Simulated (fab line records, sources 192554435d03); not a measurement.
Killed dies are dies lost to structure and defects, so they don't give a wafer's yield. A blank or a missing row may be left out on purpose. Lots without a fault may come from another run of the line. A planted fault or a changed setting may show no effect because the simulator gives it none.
fab line records | flow n5_finfet
record lots=5 wafers=15 last_day=16
route steps=1938 shown GATE_CUT@488 PASSIVATION@1936
lots that met no fault: from a run of the same line without faults
start_h: hours from the record's first day to the start of the lot's first wafer shown | wait_h: hours since the lot's step before | " the same as in the row above | L1.1+2: a row that stands for several wafers | - no value, or no start given | * or withheld: withheld | < > ~ a bound
route shown NAME@n: a module of which the file shows steps, and the number in the route of the first | usual: mean/standard deviation of fault-free wafers | same: alike in all rows | chamber/n: place in a boat | sites: the reading at each site | _std_site: their standard deviation | _edge_site: outer sites' mean less inner sites' | radius_mm: how far each site lies from the wafer's centre | mask NAME#n: copy n | behind: the tool/chamber that last shaped the wafer | hold: why the lot was held/for how many hours/how that ended | device: the transistor (n, p or np) that didn't switch | end of line: the same wafers' tests at the end of the route | a step without rows: its recipe alone | killed: dies lost to structure and defects at the first sort, not the wafer's yield | map: a wafer's dies, x killed, . not, _ none there
set.NAME: the setting as run; set.NAME@STEP: as run at that earlier step | model.NAME: the simulator's own value behind a step, which no gauge read
lots at some steps of the route; a table a step, a row a wafer
services: from which hour (start_h, from the record's first day; less than 0 if before it) a tool's chamber was out of use, for how many hours, and why
## steps
# step N5_GATE_CUT_OVL_MEAS_14
# recipe points_per_wafer=522
# usual GATE_CUT_OVL=-0.1/0.64
# columns lot.wafer tool chamber start_h wait_h GATE_CUT_OVL[nm]
L797.2 overlay-02 0 94.07 0.0 -0.8
L797.4 " 0 " " 1.5
L797.5 " 0 " " 0.2
L799.1 overlay-02 0 104.01 0.0 -0.9
L799.4 " 0 " " -0.2
L799.5 " 0 " " -0.3
L801.2 overlay-02 0 114.89 0.0 0.3
L801.3 " 0 " " -0.8
L801.5 " 0 " " 0.4
L811.2 overlay-02 0 173.46 0.0 -0.1
L811.4 " 0 " " 0.5
L811.6 " 0 " " -0.1
L815.2 overlay-02 0 198.06 0.0 0.2
L815.5 " 0 " " 0.7
L815.6 " 0 " " 0.3
# step N5_GATE_CUT_INSPECT_15
# recipe mode=adi inspect_instrument=brightfield
# usual raw_defect_count=140/52
# columns lot.wafer tool chamber start_h wait_h raw_defect_count
L797.2 defect_inspect-02 - 94.13 0.0 159
L797.4 " - " " 217
L797.5 " - " " 104
L799.1 defect_inspect-01 - 104.07 0.1 120
L799.4 " - " " 159
L799.5 " - " " 106
L801.2 defect_inspect-01 - 114.95 0.0 110
L801.3 " - " " 163
L801.5 " - " " 89
L811.2 defect_inspect-01 - 173.51 0.0 51
L811.4 " - " " 76
L811.6 " - " " 87
L815.2 defect_inspect-02 - 198.11 0.0 132
L815.5 " - " " 199
L815.6 " - " " 212
# step N5_GATE_CUT_DESCUM_18
# recipe chemistry=O2 time_s=7 source_power_w=50 bias_power_w=20 pressure_mtorr=20 rf_frequency_hz=2.712e+07 temp_c=40 resist=CAR-EUV o2_flow_sccm=225
# step N5_GATE_CUT_ETCH_28
# recipe chemistry=N2/H2 target=underlayer target_depth_a=130 mask_material=CAR-EUV time_s=10.4 ion_energy_ev=200 pressure_mtorr=30 source_w=840 bias_w=150 n2_flow_sccm=200 h2_flow_sccm=200 ends=cleared
# step N5_GATE_CUT_ETCH_36
# recipe chemistry=CF4 target=SiARC target_depth_a=130 mask_material=CAR-EUV time_s=21.7 ion_energy_ev=80 pressure_mtorr=40 source_w=545 bias_w=36 Ar_flow_sccm=100 cf4_flow_sccm=100 ends=cleared
# usual drypump_motor_current_A=5.8/0.36 etch_rf_on_time_s=21.8/0.53 oes_product_au=0.69/0.068 rf_vpp_V=184.2/1.4 showerhead_plenum_p_Torr=2.16/0.083 throttle_valve_pct=15.52/0.23
# columns lot.wafer tool chamber start_h wait_h drypump_motor_current_A etch_rf_on_time_s oes_product_au rf_hours_counter_h rf_vpp_V showerhead_plenum_p_Torr throttle_valve_pct
L797.2 rie_diel-06 2 94.21 0.0 6.0 22.0 0.72 55 187.0 2.26 15.34
L797.4 " 0 " " 5.6 22.6 0.63 172 183.2 2.05 15.65
L797.5 " 2 " " 6.0 22.2 0.73 - 185.1 2.26 15.34
L799.1 rie_diel-04 0 104.52 0.0 5.6 22.7 0.58 249 184.2 2.10 15.67
L799.4 " 1 " " 5.5 22.3 0.61 - 184.0 2.14 15.72
L799.5 " 0 " " 5.6 22.8 0.57 - 184.3 2.10 15.65
L801.2 rie_diel-06 0 115.03 0.0 5.6 22.2 0.63 178 183.6 2.04 15.69
L801.3 " 3 " " 5.5 22.1 0.66 142 184.6 2.21 15.46
L801.5 " 0 " " 5.6 22.4 0.63 - 183.1 2.04 15.66
L811.2 rie_diel-02 3 174.13 0.0 5.9 21.1 0.72 71 185.8 2.28 15.21
L811.4 " 1 " " 5.6 21.3 0.77 42 185.4 2.27 15.26
L811.6 " 3 " " 5.8 20.9 0.73 - 186.1 2.28 15.22
L815.2 rie_diel-06 2 198.66 0.0 6.0 22.1 0.70 86 186.1 2.25 15.39
L815.5 " 1 " " 6.2 21.5 0.73 - 183.6 2.09 15.27
L815.6 " 2 " " 6.0 21.9 0.70 - 186.5 2.25 15.38
# step N5_GATE_CUT_ETCH_37
# recipe chemistry=N2/H2 target=SOC target_depth_a=600 overetch_a=120 mask_material=SiARC temp_c=40 time_s=90 ion_energy_ev=200 pressure_mtorr=30 source_w=840 bias_w=150 n2_flow_sccm=200 h2_flow_sccm=200
# step N5_GATE_CUT_STRIP_38
# recipe chemistry=N2/H2 temp_c=40 n2_flow_sccm=200 h2_flow_sccm=200 rf_frequency_hz=6e+07
# step N5_GATE_CUT_STRIP_39
# recipe chemistry=N2/H2 temp_c=40 n2_flow_sccm=200 h2_flow_sccm=200 rf_frequency_hz=6e+07
# step N5_GATE_CUT_HM_OPEN_40
# recipe chemistry=C4F6/O2 target=SiO2 mask_material=SiARC target_depth_a=1390 time_s=85.1 ion_energy_ev=250 pressure_mtorr=30 source_w=345 bias_w=185 Ar_flow_sccm=300 C4F6_flow_sccm=10 O2_flow_sccm=10 ends=cleared
# usual drypump_motor_current_A=5.8/0.36 etch_rf_on_time_s=94.5/2.1 oes_product_au=0.73/0.069 rf_vpp_V=663/9 showerhead_plenum_p_Torr=2.86/0.11 throttle_valve_pct=20.84/0.24
# columns lot.wafer tool chamber start_h wait_h drypump_motor_current_A etch_rf_on_time_s oes_product_au rf_hours_counter_h rf_vpp_V showerhead_plenum_p_Torr throttle_valve_pct
L797.2 rie_diel-06 2 94.32 0.0 6.0 93.9 0.77 55 672 3.00 20.67
L797.4 " 0 " " 5.6 97.0 0.66 172 662 2.72 20.92
L797.5 " 2 " " 6.0 94.2 0.78 - 671 3.00 20.67
L799.1 rie_diel-04 0 104.63 0.0 5.7 96.8 0.61 249 671 2.78 20.82
L799.4 " 1 " " 5.5 95.5 0.65 - 675 2.84 21.00
L799.5 " 0 " " 5.6 96.9 0.61 - 671 2.78 20.83
L801.2 rie_diel-06 0 115.14 0.0 5.6 96.4 0.67 178 664 2.71 20.94
L801.3 " 3 " " 5.6 95.7 0.69 142 676 2.94 20.72
L801.5 " 0 " " 5.6 98.8 0.66 - 662 2.71 20.93
L811.2 rie_diel-02 3 174.24 0.0 5.9 93.2 0.76 71 662 3.02 20.52
L811.4 " 1 " " 5.6 93.2 0.81 42 652 3.01 20.62
L811.6 " 3 " " 5.8 92.8 0.76 - 661 3.02 20.54
L815.2 rie_diel-06 2 198.77 0.0 6.0 96.3 0.74 86 671 2.98 20.70
L815.5 " 1 " " 6.2 97.7 0.77 - 653 2.78 20.61
L815.6 " 2 " " 6.0 97.2 0.74 - 671 2.98 20.73
# step N5_GATE_CUT_STRIP_41
# recipe chemistry=CF4 resist=SiARC power_w=300 bias_power_w=75 pressure_mtorr=50 cf4_flow_sccm=150 rf_frequency_hz=6e+07
# usual drypump_motor_current_A=5.8/0.36 oes_product_au=0.188/0.018 rf_vpp_V=271.4/1.6 showerhead_plenum_p_Torr=1.81/0.068 throttle_valve_pct=13.49/0.24
# columns lot.wafer tool chamber start_h wait_h drypump_motor_current_A oes_product_au rf_hours_counter_h rf_vpp_V showerhead_plenum_p_Torr throttle_valve_pct
L797.2 rie_diel-06 2 94.39 0.0 6.0 0.196 55 272.5 1.89 13.30
L797.4 " 0 " " 5.7 0.168 172 269.2 1.72 13.66
L797.5 " 2 " " 6.0 0.200 - 274.4 1.89 13.30
L799.1 rie_diel-04 0 104.69 0.0 5.7 0.158 249 270.8 1.76 13.71
L799.4 " 1 " " 5.5 0.165 - 269.3 1.80 13.70
L799.5 " 0 " " 5.7 0.160 - 271.1 1.76 13.73
L801.2 rie_diel-06 0 115.20 0.0 5.6 0.176 178 270.9 1.72 13.68
L801.3 " 3 " " 5.6 0.181 142 273.3 1.85 13.48
L801.5 " 0 " " 5.6 0.168 - 270.1 1.72 13.67
L811.2 rie_diel-02 3 174.30 0.0 5.9 0.189 71 274.5 1.91 13.21
L811.4 " 1 " " 5.6 0.205 42 273.3 1.90 13.22
L811.6 " 3 " " 5.9 0.192 - 272.3 1.91 13.20
L815.2 rie_diel-06 2 198.83 0.0 6.0 0.178 86 272.8 1.88 13.37
L815.5 " 1 " " 6.2 0.194 - 269.4 1.75 13.25
L815.6 " 2 " " 6.0 0.193 - 272.3 1.88 13.37
# step N5_GATE_CUT_STRIP_42
# recipe chemistry=O2 power_w=400 temp_c=40 pressure_mtorr=30 rf_frequency_hz=6e+07 bias_power_w=0 overash_fraction=0.3 o2_flow_sccm=225
# usual drypump_motor_current_A=5.8/0.36 oes_product_au=0.81/0.074 rf_vpp_V=3.7/0.5 showerhead_plenum_p_Torr=2.12/0.087 throttle_valve_pct=16.63/0.25
# columns lot.wafer tool chamber start_h wait_h drypump_motor_current_A oes_product_au rf_hours_counter_h rf_vpp_V showerhead_plenum_p_Torr throttle_valve_pct
L797.2 rie_diel-06 2 94.41 0.0 6.0 0.86 55 2.8 2.24 16.52
L797.4 " 0 " " 5.6 0.75 172 2.6 2.03 16.88
L797.5 " 2 " " 6.0 0.86 - 3.7 2.24 16.51
L799.1 rie_diel-04 0 104.71 0.0 5.6 0.68 249 3.2 2.07 16.81
L799.4 " 1 " " 5.5 0.72 - 3.7 2.07 16.60
L799.5 " 0 " " 5.7 0.68 - 3.5 2.07 16.83
L801.2 rie_diel-06 0 115.22 0.0 5.6 0.73 178 3.9 2.03 16.89
L801.3 " 3 " " 5.6 0.77 142 3.7 2.19 16.60
L801.5 " 0 " " 5.6 0.74 - 3.4 2.03 16.88
L811.2 rie_diel-02 3 174.32 0.0 5.9 0.83 71 3.3 2.23 16.27
L811.4 " 1 " " 5.6 0.90 42 3.0 2.25 16.47
L811.6 " 3 " " 5.9 0.82 - 4.9 2.23 16.25
L815.2 rie_diel-06 2 198.85 0.0 6.0 0.81 86 4.0 2.23 16.56
L815.5 " 1 " " 6.2 0.84 - 3.6 2.04 16.33
L815.6 " 2 " " 6.0 0.82 - 3.1 2.23 16.56
# step N5_GATE_CUT_ETCH_19
# recipe chemistry=CH3F/O2 target=SiNx mask_material=SiO2 target_depth_a=537 time_s=76.7 pressure_mtorr=30 source_w=395 bias_w=73 Ar_flow_sccm=150 CH3F_flow_sccm=30 O2_flow_sccm=20 ion_energy_ev=120 ends=cleared
# usual drypump_motor_current_A=5.8/0.36 etch_rf_on_time_s=77.5/1.2 oes_product_au=0.69/0.065 rf_vpp_V=297/3.9 showerhead_plenum_p_Torr=2.02/0.082 throttle_valve_pct=16.26/0.24
# columns lot.wafer tool chamber start_h wait_h drypump_motor_current_A etch_rf_on_time_s oes_product_au rf_hours_counter_h rf_vpp_V showerhead_plenum_p_Torr throttle_valve_pct
L797.2 rie_diel-06 2 94.45 0.0 6.0 78.9 0.72 55 300 2.12 16.09
L797.4 " 0 " " 5.6 80.1 0.62 172 294 1.91 16.41
L797.5 " 2 " " 6.1 79.0 0.72 - 299 2.12 16.09
L799.1 rie_diel-04 0 104.75 0.0 5.7 79.8 0.58 249 300 1.96 16.39
L799.4 " 1 " " 5.5 77.5 0.61 - 300 2.00 16.40
L799.5 " 0 " " 5.6 79.2 0.58 - 299 1.96 16.38
L801.2 rie_diel-06 0 115.26 0.0 5.6 78.5 0.63 178 296 1.91 16.43
L801.3 " 3 " " 5.5 77.8 0.66 142 302 2.08 16.22
L801.5 " 0 " " 5.6 78.9 0.63 - 294 1.91 16.40
L811.2 rie_diel-02 3 174.36 0.0 5.8 76.9 0.71 71 296 2.13 15.93
L811.4 " 1 " " 5.6 78.0 0.75 42 294 2.12 16.00
L811.6 " 3 " " 5.8 77.5 0.71 - 297 2.13 15.92
L815.2 rie_diel-06 2 198.89 0.0 6.0 78.5 0.70 86 301 2.11 16.15
L815.5 " 1 " " 6.2 78.1 0.72 - 292 1.95 16.00
L815.6 " 2 " " 6.0 77.8 0.70 - 300 2.11 16.14
# step N5_GATE_CUT_CUT_ETCH_53
# recipe chemistry=SF6/Cl2 target=W mask_material=SiO2 target_depth_a=792 pressure_mtorr=8 icp_w=900 bias_w=80 SF6_flow_sccm=40 Cl2_flow_sccm=60 ends=cleared
# usual drypump_motor_current_A=6.0/0.49 etch_rf_on_time_s=26.2/0.41 oes_product_au=0.64/0.085 throttle_valve_pct=29.02/0.2
# columns lot.wafer tool chamber start_h wait_h drypump_motor_current_A etch_rf_on_time_s oes_product_au rf_hours_counter_h throttle_valve_pct
L797.2 rie_metal-01 0 94.55 0.1 6.4 26.5 0.70 40 28.90
L797.4 " 1 " " 6.5 25.7 0.57 - 29.22
L797.5 " 0 " " 6.4 26.4 0.70 - 28.90
L799.1 rie_metal-02 0 104.86 0.1 6.0 26.5 0.72 34 28.95
L799.4 " 0 " " 6.0 26.5 0.72 - 28.95
L799.5 " 1 " " 5.2 25.9 0.54 - 29.11
L801.2 rie_metal-02 1 115.37 0.1 5.1 17.6 0.70 123 29.12
L801.3 " 1 " " 5.1 25.4 0.55 - 29.11
L801.5 " 1 " " 5.1 25.5 0.55 - 29.12
L811.2 rie_metal-01 0 174.47 0.1 6.4 26.7 0.68 46 28.93
L811.4 " 1 " " 6.5 26.2 0.55 - 29.24
L811.6 " 1 " " 6.5 26.0 0.56 - 29.26
L815.2 rie_metal-01 1 199.00 0.1 6.5 25.9 0.55 126 29.24
L815.5 " 1 " " 6.5 25.8 0.55 - 29.25
L815.6 " 0 " " 6.4 26.7 0.68 - 28.94
# step N5_GATE_CUT_CUT_ETCH_54
# recipe chemistry=Cl2/BCl3 target=TiN mask_material=SiO2 target_depth_a=967 pressure_mtorr=10 icp_w=1000 bias_w=126 Cl2_flow_sccm=53.25 bcl3_flow_sccm=21.75 Ar_flow_sccm=25 ends=cleared
# step N5_PASSIVATION_PROBE_49
# usual killed_at_M0_to_M3=32/9.7 killed_at_M4_up=14/5.3 killed_at_contacts=11/6 killed_at_front_end=39/14 killed_at_other=3.3/2.7 killed_dies=100/17 killed_open=66/13 killed_short=32/7.4
# same gross_dies=1180 killed_at_back_side=0
# columns lot.wafer tool chamber start_h wait_h killed_at_M0_to_M3 killed_at_M4_up killed_at_contacts killed_at_front_end killed_at_other killed_dies killed_open killed_short
L811.2 prober-02 - 355.61 0.1 32 10 20 36 0 98 66 31
L811.4 prober-02 - 355.71 0.2 30 8 13 49 3 103 64 39
L811.6 prober-02 - 355.81 0.3 28 9 15 37 2 91 68 21
L815.2 prober-02 - 377.50 0.1 28 17 21 42 1 109 62 47
L815.5 prober-02 - 377.65 0.2 31 8 20 36 1 96 67 29
L815.6 prober-02 - 377.70 0.3 26 17 10 59 4 116 75 38
# killed by level:class
L811.2 MOL_CONTACT_COAG:geometric_particle:open=16 BEOL_M0_SAQP:geometric_particle:open=10 STI_FIN_REVEAL:geometric_particle:open=9 BEOL_M2:geometric_particle:open=9 BEOL_M0_SAQP:geometric_particle:short=7 STARTING-WAFER:geometric_particle:short=6 BEOL_M4:geometric_particle:open=6 FIN_SAQP:geometric_particle:short=4
L811.4 STI_FIN_REVEAL:geometric_particle:open=23 BEOL_M0_SAQP:geometric_particle:open=11 BEOL_M0_SAQP:geometric_particle:short=11 STI_FIN_REVEAL:geometric_particle:short=9 MOL_CONTACT_COAG:geometric_particle:open=8 MOL_CONTACT_COAG:geometric_particle:short=5 BEOL_M3:geometric_particle:open=4 FIN_SAQP:geometric_particle:open=3
L811.6 STI_FIN_REVEAL:geometric_particle:open=14 MOL_CONTACT_COAG:geometric_particle:open=14 BEOL_M0_SAQP:geometric_particle:open=11 FIN_SAQP:geometric_particle:open=6 BEOL_M0_SAQP:geometric_particle:short=6 BEOL_M4:geometric_particle:open=6 FIN_SAQP:geometric_particle:short=4 BEOL_M2:geometric_particle:open=4
L815.2 MOL_CONTACT_COAG:geometric_particle:open=15 FIN_SAQP:geometric_particle:short=13 STI_FIN_REVEAL:geometric_particle:open=7 BEOL_M4:geometric_particle:open=7 BEOL_M1:geometric_particle:short=7 BEOL_M2:geometric_particle:open=7 MOL_CONTACT_COAG:geometric_particle:short=6 BEOL_M0_SAQP:geometric_particle:short=6
L815.5 MOL_CONTACT_COAG:geometric_particle:open=17 STI_FIN_REVEAL:geometric_particle:open=14 FIN_SAQP:geometric_particle:short=9 FIN_SAQP:geometric_particle:open=8 BEOL_M1:geometric_particle:short=7 BEOL_M2:geometric_particle:open=7 BEOL_M1:geometric_particle:open=5 BEOL_M0_SAQP:geometric_particle:short=3
L815.6 STI_FIN_REVEAL:geometric_particle:open=18 FIN_SAQP:geometric_particle:short=9 MOL_CONTACT_COAG:geometric_particle:open=9 FIN_SAQP:geometric_particle:open=8 BEOL_M1:geometric_particle:open=6 BEOL_M2:geometric_particle:open=5 DUMMY_GATE:geometric_particle:open=4 GATE_CUT:geometric_particle:short=4
## services
# columns tool chamber start_h hours kind
rie_diel-02 1 80.37 7.8 repair
rie_diel-02 0 80.68 14.0 repair
rie_diel-04 2 97.38 9.7 repair
rie_diel-04 0 107.21 - clean
rie_diel-04 0 107.21 - consumable_replace:focus_ring
rie_diel-04 0 107.21 27.2 scheduled_down
rie_diel-04 0 107.21 27.2 vent_cycle
rie_diel-02 3 139.39 2.0 repair
rie_diel-04 3 146.43 9.5 repair
rie_diel-06 1 181.26 7.0 repair
rie_diel-06 2 187.71 4.6 repair
## key
first_sign step=N5_GATE_CUT_CUT_ETCH_53 reading=etch_rf_on_time_s direction=down sigmas=21 usual=* struck=*
effect none on later readings
met_at N5_GATE_CUT_CUT_ETCH_53
struck_wafers L801.2
tester_left_out L801
onset_between 104.86 115.37
fault kind=process_parameter_drift tool=rie_metal-02 chamber=- onset_h=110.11 steps=N5_GATE_CUT_CUT_ETCH_53 channel=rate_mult offset=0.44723 shape=step end_h=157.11 scope=struck_wafers_only
# tester_left_out: of these lots the tester's yield and bins aren't shown, on N5 and GAA mostly nor the transistor test; their killed dies are dies lost to structure and defects alone, not to doping, threshold or leakage, so they don't give the yield
